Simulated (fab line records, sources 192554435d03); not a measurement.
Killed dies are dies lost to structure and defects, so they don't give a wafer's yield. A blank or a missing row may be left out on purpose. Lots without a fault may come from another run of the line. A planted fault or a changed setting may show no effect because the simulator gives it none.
Chamber matching | flow n5_finfet | N5_BEOL_M3_STRIP_66 on rie_diel-06: 4 sister chambers
The step strips in CF4. 14 wafers are shown with their chamber, then 7 later ones without.

WAFERS WITH THEIR CHAMBER
wafer  | chamber | showerhead_plenum_p_Torr (Torr) | drypump_motor_current_A (A) | oes_product_au (a.u.)
L075.1 | 2       | 1.82                            | 5.3                         | 0.76
L075.2 | 1       | 1.77                            | 5.4                         | 0.96
L075.5 | 2       | 1.82                            | 5.4                         | 0.76
L077.2 | 2       | 1.82                            | 5.4                         | 0.77
L077.3 | 3       | 1.89                            | 5.4                         | 0.88
L077.4 | 0       | 1.82                            | 6.1                         | 0.82
L080.3 | 0       | 1.82                            | 6.1                         | 0.81
L080.4 | 2       | 1.82                            | 5.3                         | 0.76
L080.6 | 2       | 1.82                            | 5.4                         | 0.75
L082.1 | 3       | 1.88                            | 5.4                         | 0.87
L082.2 | 1       | 1.77                            | 5.5                         | 0.91
L082.3 | 2       | 1.82                            | 5.4                         | 0.75
L085.1 | 1       | 1.77                            | 5.5                         | 0.89
L085.4 | 3       | 1.88                            | 5.4                         | 0.86

SIGNATURES (means of the wafers above)
reading                  | chamber 0 | chamber 1 | chamber 2 | chamber 3 | scatter within a chamber
showerhead_plenum_p_Torr | 1.8200    | 1.7700    | 1.8200    | 1.8833    | 0.00258
drypump_motor_current_A  | 6.100     | 5.467     | 5.367     | 5.400     | 0.0447
oes_product_au           | 0.8150    | 0.9200    | 0.7583    | 0.8700    | 0.0177
Rule: a wafer's distance from a chamber is the root of the sum, over the readings, of the square of ((its reading less the chamber's mean) divided by the reading's scatter). The wafer belongs to the nearest chamber; if the next one is less than 2 further off, it can't be placed. The scatter: the root of (the sum of the squares of (reading less its chamber's mean) over the shown wafers, divided by (wafers less chambers)).

WAFERS WITHOUT THEIR CHAMBER
wafer  | showerhead_plenum_p_Torr (Torr) | drypump_motor_current_A (A) | oes_product_au (a.u.)
L085.5 | 1.82                            | 6.1                         | 0.80
L089.1 | 1.82                            | 5.4                         | 0.74
L089.4 | 1.81                            | 6.0                         | 0.79
L089.6 | 1.81                            | 6.0                         | 0.80
L097.3 | 1.76                            | 5.5                         | 0.86
L097.5 | 1.81                            | 6.1                         | 0.78
L097.6 | 1.88                            | 5.4                         | 0.83

WHICH CHAMBER EACH WENT THROUGH
wafer  | from the rows above | in truth
L085.5 | 0                   | 0
L089.1 | 2                   | 2
L089.4 | 0                   | 0
L089.6 | 0                   | 0
L097.3 | 1                   | 1
L097.5 | 0                   | 0
L097.6 | 3                   | 3
Placed correctly: 7 of 7. Can't be placed from these rows: 0. Placed wrongly: 0.
